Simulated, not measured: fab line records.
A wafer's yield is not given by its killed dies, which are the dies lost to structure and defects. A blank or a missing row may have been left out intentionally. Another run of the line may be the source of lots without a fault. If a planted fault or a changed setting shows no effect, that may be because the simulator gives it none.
A single fault, viewed from 2 desks | flow n5 finfet | what lay behind the numbers comes last; until then each desk has only its own

== AT THE TOOL OWNER'S DESK: rtp anneal-02 ==
Per lot that ran on this tool, the mean of the sampled wafers carrying a number, from the tool's own readings at N5_WELL_APT_RTA_34 (time 10 s). Any lot whose mean is over 4 standard deviations away from the usual mean is out of limits and marked OUT; that distance is given in the brackets. Readings shown: 7 out of 9 (the first out of limits, and those lying furthest out on some lot).
Columns: A = lamp power pct at N5_WELL_APT_RTA_34, usual 13.01 %; B = lamp_zone_1_pct at N5_WELL_APT_RTA_34, usual 12.997 %; C = lamp_zone_2_pct at N5_WELL_APT_RTA_34, usual 12.99 %; D = lamp_zone_3_pct at N5_WELL_APT_RTA_34, usual 12.995 %; E = lamp_zone_4_pct at N5_WELL_APT_RTA_34, usual 12.994 %; F = lamp_zone_5_pct at N5_WELL_APT_RTA_34, usual 12.997 %; G = lamp_zone_7_pct at N5_WELL_APT_RTA_34, usual 13.424 %
lot  | first seen here | A               | B                | C               | D                | E                | F                | G
L599 | day 2 16:26     | 11.69 (-24) OUT | 11.699 (-46) OUT | 11.69 (-43) OUT | 11.661 (-46) OUT | 11.675 (-47) OUT | 11.671 (-49) OUT | 12.085 (-48) OUT
L600 | day 2 21:58     | 11.72 (-24) OUT | 11.652 (-48) OUT | 11.68 (-44) OUT | 11.675 (-46) OUT | 11.662 (-48) OUT | 11.666 (-49) OUT | 12.043 (-49) OUT
L603 | day 3 16:00     | 11.66 (-25) OUT | 11.673 (-47) OUT | 11.66 (-44) OUT | 11.695 (-45) OUT | 11.672 (-47) OUT | 11.680 (-49) OUT | 12.065 (-49) OUT
L614 | day 6 10:14     | 13.01           | 13.010           | 12.98           | 12.982           | 12.983           | 13.019           | 13.393
L615 | day 6 15:52     | 13.04           | 13.026           | 13.03           | 12.991           | 13.001           | 12.978           | 13.408
L616 | day 6 21:42     | 13.01           | 13.004           | 12.97           | 12.984           | 12.986           | 13.009           | 13.442
L617 | day 7 03:54     | 13.01           | 12.994           | 12.98           | 12.989           | 13.014           | 13.005           | 13.427
This desk's finding: out of limits on L599, L600, L603; first on L599, day 2 16:26 (lamp power pct at N5_WELL_APT_RTA_34). Within limits: L614, L615, L616, L617.

== FROM THE METROLOGY DESK ==
What the gauges read, lot by lot, whatever tool the lot ran on: means of the sampled wafers that have a number. Any lot whose mean is over 4 standard deviations away from the usual mean is out of limits and marked OUT; that distance is given in the brackets. Readings shown: 7 out of 11 (the first out of limits, and those lying furthest out on some lot).
Columns: A = IOFF_N_LONG at N5_BEOL_M4_RC_MEAS_101, usual 5.48e-05 nA/um; B = IOFF_P at N5_BEOL_M4_RC_MEAS_101, usual 0.22 nA/um; C = ION_N at N5_BEOL_M4_RC_MEAS_101, usual 672 uA/um; D = ION_P at N5_BEOL_M4_RC_MEAS_101, usual 462 uA/um; E = SS_P at N5_BEOL_M4_RC_MEAS_101, usual 73.5 mV/dec; F = VT_N at N5_BEOL_M4_RC_MEAS_101, usual 250 mV; G = VT_P at N5_BEOL_M4_RC_MEAS_101, usual -250 mV
lot  | first seen here | A                   | B    | C   | D   | E    | F   | G
L599 | day 9 15:41     | 6.15e-05            | 0.16 | 654 | 446 | 72.5 | 255 | -257
L600 | day 10 06:55    | 6.43e-05            | 0.21 | 653 | 456 | 73.2 | 254 | -250
L603 | day 10 22:46    | 6.66e-05 (+4.9) OUT | 0.21 | 672 | 463 | 73.7 | 253 | -249
L608 | day 12 08:23    | 5.18e-05            | 0.17 | 657 | 454 | 73.0 | 253 | -252
L614 | day 13 09:16    | 5.48e-05            | 0.25 | 677 | 462 | 73.6 | 249 | -248
L615 | day 14 07:06    | 5.35e-05            | 0.24 | 666 | 458 | 74.4 | 253 | -248
L617 | day 14 07:49    | 5.99e-05            | 0.27 | 685 | 467 | 73.7 | 247 | -244
L616 | day 14 14:19    | 5.68e-05            | 0.22 | 676 | 466 | 73.3 | 250 | -249
This desk reports L603 out of limits; the earliest was L603 at day 10 22:46 (IOFF_N_LONG at N5_BEOL_M4_RC_MEAS_101). Within limits: L599, L600, L608, L614, L615, L617, L616.

== PUT TOGETHER ==
An alarm could have come from the tool owner's desk at day 2 16:26, on L599, L600, L603.
The metrology desk could have raised an alarm at day 10 22:46, on L603.
The metrology desk has L599, L600 on record, within its limits.
On rtp anneal-02, each named lot ran N5_WELL_APT_RTA_34.

== WHAT THE SIMULATOR HAD PUT IN ==
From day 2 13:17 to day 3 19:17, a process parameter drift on rtp anneal-02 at N5_WELL_APT_RTA_34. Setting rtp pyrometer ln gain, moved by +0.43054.
Lots struck among those shown: L599, L600, L603.
Delay (hours) between the fault's onset and each desk's first out-of-limits reading: 3 at the tool owner's desk, 201 at the metrology desk.
